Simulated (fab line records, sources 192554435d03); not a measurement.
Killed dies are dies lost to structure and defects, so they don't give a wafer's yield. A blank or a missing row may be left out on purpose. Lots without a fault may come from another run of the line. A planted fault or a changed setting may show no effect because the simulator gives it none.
Chamber matching | flow n5_finfet | N5_DUMMY_GATE_ETCH_23 on rie_si-05: 4 sister chambers
The step etches poly-Si in HBr/Cl2/O2, target depth 41 nm, time 22.3 s. 8 wafers are shown with their chamber, then 9 later ones without.

WAFERS WITH THEIR CHAMBER
wafer  | chamber | throttle_valve_pct (%) | drypump_motor_current_A (A)
L076.2 | 0       | 37.28                  | 5.6
L078.1 | 0       | 37.29                  | 5.6
L080.1 | 1       | 37.40                  | 5.7
L080.3 | 2       | 37.75                  | 6.5
L081.6 | 2       | 37.75                  | 6.5
L089.1 | 1       | 37.38                  | 5.8
L089.3 | 3       | 37.18                  | 6.1
L089.5 | 3       | 37.18                  | 6.2

WAFERS WITHOUT THEIR CHAMBER
wafer  | throttle_valve_pct (%) | drypump_motor_current_A (A)
L091.1 | 37.40                  | 5.7
L091.5 | 37.40                  | 5.7
L091.6 | 37.27                  | 5.6
L094.2 | 37.38                  | 5.8
L094.4 | 37.26                  | 5.6
L094.6 | 37.77                  | 6.4
L095.1 | 37.19                  | 6.2
L095.4 | 37.28                  | 5.6
L095.5 | 37.18                  | 6.2

WHICH CHAMBER EACH WENT THROUGH
wafer  | from the rows above | in truth
L091.1 | 1                   | 1
L091.5 | 1                   | 1
L091.6 | 0                   | 0
L094.2 | 1                   | 1
L094.4 | 0                   | 0
L094.6 | 2                   | 2
L095.1 | 3                   | 3
L095.4 | 0                   | 0
L095.5 | 3                   | 3
Placed correctly: 9 of 9. Can't be placed from these rows: 0. Placed wrongly: 0.
How it was worked out, from the rows above alone: a wafer's distance from a chamber is the root of the sum, over the readings, of the square of ((its reading less the chamber's mean) divided by the reading's scatter). The wafer belongs to the nearest chamber; if the next one is less than 2 further off, it can't be placed. A chamber's mean is the mean of its shown wafers. The scatter: the root of (the sum of the squares of (reading less its chamber's mean) over the shown wafers, divided by (wafers less chambers)).
